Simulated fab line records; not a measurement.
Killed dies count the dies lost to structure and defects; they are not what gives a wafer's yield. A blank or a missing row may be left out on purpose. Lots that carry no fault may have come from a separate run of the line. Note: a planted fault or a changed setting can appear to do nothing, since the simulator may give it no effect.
Which tool is to blame?    flow nand_harc    12 lots, 36 wafers sampled, at 4 steps of a route of 1302

## WHAT THE GAUGES READ, wafer by wafer
No reading from a measuring or inspecting step in the record can be judged against a usual standard deviation.

## WHAT TOOL EACH LOT RAN ON (gives the tool, then ch and the chambers of the sampled wafers, and finally the start)
lot   NHARC_A_STAIRCASE_DEP_151        NHARC_A_STAIRCASE_ETCHBACK_157      NHARC_A_SGD_CUT_SOFTBAKE_04        NHARC_A_SGD_CUT_ETCH_15
L654  pecvd-03 ch 0,1,2, day 18 12:05  rie_diel-03 ch 0,1,2, day 20 01:47  litho_track-04 ch 0, day 20 03:00  rie_diel-07 ch 0,1,2, no start
L656  pecvd-04 ch 0,1, day 18 18:00    rie_diel-13 ch 1,3, day 20 00:41    litho_track-06 ch 0, day 20 02:00  rie_diel-11 ch 0,1,3, no start
L657  pecvd-04 ch 0,2, day 19 00:06    rie_diel-13 ch 1,2,3, day 20 09:11  litho_track-01 ch 0, day 20 10:00  rie_diel-07 ch 1,2, no start
L659  pecvd-01 ch 0,1, day 20 08:23    rie_diel-13 ch 0,1,3, day 21 17:32  litho_track-06 ch 0, day 21 19:00  rie_diel-07 ch 1,3, no start
L658  pecvd-01 ch 1,2, day 20 13:08    rie_diel-13 ch 0,1,2, day 21 18:22  litho_track-06 ch 0, day 21 19:00  rie_diel-11 ch 0,1,2, no start
L661  pecvd-03 ch 2, day 21 00:16      rie_diel-03 ch 0,1,2, day 22 06:49  litho_track-06 ch 0, day 22 08:00  rie_diel-07 ch 0,1,2, no start
L662  pecvd-04 ch 0,1,2, day 22 08:32  rie_diel-03 ch 2,3, day 23 18:27    litho_track-06 ch 0, day 23 19:00  rie_diel-07 ch 0,3, no start
L663  pecvd-04 ch 0,1,2, day 22 15:07  rie_diel-12 ch 0,1, day 24 01:04    litho_track-06 ch 0, day 24 02:00  rie_diel-07 ch 2,3, no start
L667  pecvd-01 ch 0,1,2, day 24 02:09  rie_diel-12 ch 0,1,3, day 25 07:17  litho_track-01 ch 0, day 25 08:00  rie_diel-11 ch 1,2,3, no start
L668  pecvd-04 ch 0,1,2, day 24 11:35  rie_diel-13 ch 1,2, day 25 20:14    litho_track-01 ch 0, day 25 21:00  rie_diel-07 ch 0,1, no start
L671  pecvd-04 ch 0,2, day 24 21:00    rie_diel-13 ch 0,2,3, day 26 04:46  litho_track-01 ch 0, day 26 06:00  rie_diel-07 ch 0,2,3, no start
L676  pecvd-03 ch 0,2, day 27 00:05    rie_diel-13 ch 0,1, day 28 07:14    litho_track-06 ch 0, day 28 08:00  rie_diel-11 ch 0,1, no start
- NHARC_A_STAIRCASE_DEP_151: deposits SiO2, target thk 7200 nm.
- NHARC_A_STAIRCASE_ETCHBACK_157: etches the open film in CH3F/O2, target depth 90 nm, time 167.14 s.
- NHARC_A_SGD_CUT_SOFTBAKE_04: time 55 s.
- NHARC_A_SGD_CUT_ETCH_15: etches the open film in CH3F/O2, target depth 75 nm, time 64.3 s.

## WHAT THE TOOLS THEMSELVES READ (means of the sampled wafers that have a number; where no wafer has one, the mark that the record gives instead)
NHARC_A_STAIRCASE_DEP_151. Usual: heater_power_w 646 W, standard deviation 130.
lot   tool      heater_power_w (W)  flag
L654  pecvd-03  723                 
L656  pecvd-04  550                 
L657  pecvd-04  644                 
L659  pecvd-01  730                 
L658  pecvd-01  599                 
L661  pecvd-03  758                 
L662  pecvd-04  535                 
L663  pecvd-04  556                 
L667  pecvd-01  690                 
L668  pecvd-04  538                 
L671  pecvd-04  628                 
L676  pecvd-03  770                 

NHARC_A_STAIRCASE_ETCHBACK_157. Usual: drypump_motor_current_A 6.1 A, standard deviation 0.44; oes_product_au 0.96 a.u., standard deviation 0.033; rf_vpp_V 244.3 V, standard deviation 1.7; showerhead_plenum_p_Torr 2.45 Torr, standard deviation 0.11; throttle_valve_pct 20.663 %, standard deviation 0.009.
lot   tool         drypump_motor_current_A (A)  oes_product_au (a.u.)  rf_vpp_V (V)  showerhead_plenum_p_Torr (Torr)  throttle_valve_pct (%)  flag
L654  rie_diel-03  5.4                          0.96                   244.6         2.50                             20.666                  
L656  rie_diel-13  6.5                          0.96                   243.0         2.33                             20.666                  
L657  rie_diel-13  6.3                          0.99                   242.9         2.36                             20.664                  
L659  rie_diel-13  6.3                          0.99                   243.2         2.36                             20.670                  
L658  rie_diel-13  6.1                          0.92                   243.7         2.40                             20.659                  
L661  rie_diel-03  5.4                          1.00                   244.8         2.49                             20.656                  
L662  rie_diel-03  5.7                          0.93                   243.5         2.41                             20.671                  
L663  rie_diel-12  6.2                          0.99                   245.2         2.55                             20.665                  
L667  rie_diel-12  6.1                          1.00                   245.7         2.54                             20.656                  
L668  rie_diel-13  6.3                          0.99                   246.0         2.58                             20.660                  
L671  rie_diel-13  6.2                          0.99                   243.1         2.41                             20.663                  
L676  rie_diel-13  6.1                          0.92                   244.7         2.51                             20.652                  

NHARC_A_SGD_CUT_SOFTBAKE_04. Usual: heater_power_total_W 188.44 W, standard deviation 0.13; resist_line_temp_C 22.99 C, standard deviation 0.1.
lot   tool            heater_power_total_W (W)  resist_line_temp_C (C)  flag
L654  litho_track-04  188.41                    22.92                   
L656  litho_track-06  188.39                    22.95                   
L657  litho_track-01  188.32                    23.23                   
L659  litho_track-06  188.50                    22.97                   
L658  litho_track-06  188.34                    23.02                   
L661  litho_track-06  188.48                    23.01                   
L662  litho_track-06  188.46                    22.99                   
L663  litho_track-06  188.43                    23.08                   
L667  litho_track-01  188.39                    23.12                   
L668  litho_track-01  185.27                    23.03                   OFF
L671  litho_track-01  185.41                    23.12                   OFF
L676  litho_track-06  188.52                    23.01                   

NHARC_A_SGD_CUT_ETCH_15. Usual: drypump_motor_current_A 5.7 A, standard deviation 0.56; oes_product_au 0.962 a.u., standard deviation 0.012; rf_vpp_V 264.4 V, standard deviation 1.7; showerhead_plenum_p_Torr 2.50 Torr, standard deviation 0.099; throttle_valve_pct 20.663 %, standard deviation 0.011.
lot   tool         drypump_motor_current_A (A)  oes_product_au (a.u.)  rf_vpp_V (V)  showerhead_plenum_p_Torr (Torr)  throttle_valve_pct (%)  flag
L654  rie_diel-07  5.5                          0.958                  264.4         2.50                             20.658                  
L656  rie_diel-11  5.7                          0.957                  264.6         2.44                             20.649                  
L657  rie_diel-07  6.1                          0.963                  263.4         2.40                             20.664                  
L659  rie_diel-07  6.3                          0.962                  262.9         2.41                             20.665                  
L658  rie_diel-11  5.9                          0.965                  263.4         2.47                             20.670                  
L661  rie_diel-07  5.5                          0.951                  263.9         2.50                             20.673                  
L662  rie_diel-07  5.2                          0.960                  266.2         2.61                             20.663                  
L663  rie_diel-07  6.1                          0.940                  265.4         2.53                             20.662                  
L667  rie_diel-11  5.7                          0.969                  265.6         2.54                             20.661                  
L668  rie_diel-07  5.7                          0.968                  263.6         2.43                             20.660                  
L671  rie_diel-07  5.5                          0.949                  265.5         2.56                             20.664                  
L676  rie_diel-11  5.8                          0.960                  263.3         2.45                             20.667                  

## THE ANSWER, worked out from the rows above alone
Rule: take the mean of a lot's wafers that have a number; if it is more than 3 standard deviations from the usual mean, the lot is off. Also off: a lot with no number at a reading for which 4 or more lots have one. Any other lot the step has rows for is counted as sound. First the gauges in route order, then the tools' own readings, where a lot's mean is used as printed above. At the first step where some lot is off, the reading lying furthest off is the one used; lots without a number count as furthest.
Off: L668, L671 (NHARC_A_SGD_CUT_SOFTBAKE_04, heater_power_total_W).
If a tool, at that step or one of the process steps before it, ran each lot that is off and ran no sound lot following the first of them, it fits. This does not decide it: 2 tools fit, namely pecvd-04 at NHARC_A_STAIRCASE_DEP_151 and litho_track-01 at NHARC_A_SGD_CUT_SOFTBAKE_04.

## WHAT THE SIMULATOR HAD PUT IN
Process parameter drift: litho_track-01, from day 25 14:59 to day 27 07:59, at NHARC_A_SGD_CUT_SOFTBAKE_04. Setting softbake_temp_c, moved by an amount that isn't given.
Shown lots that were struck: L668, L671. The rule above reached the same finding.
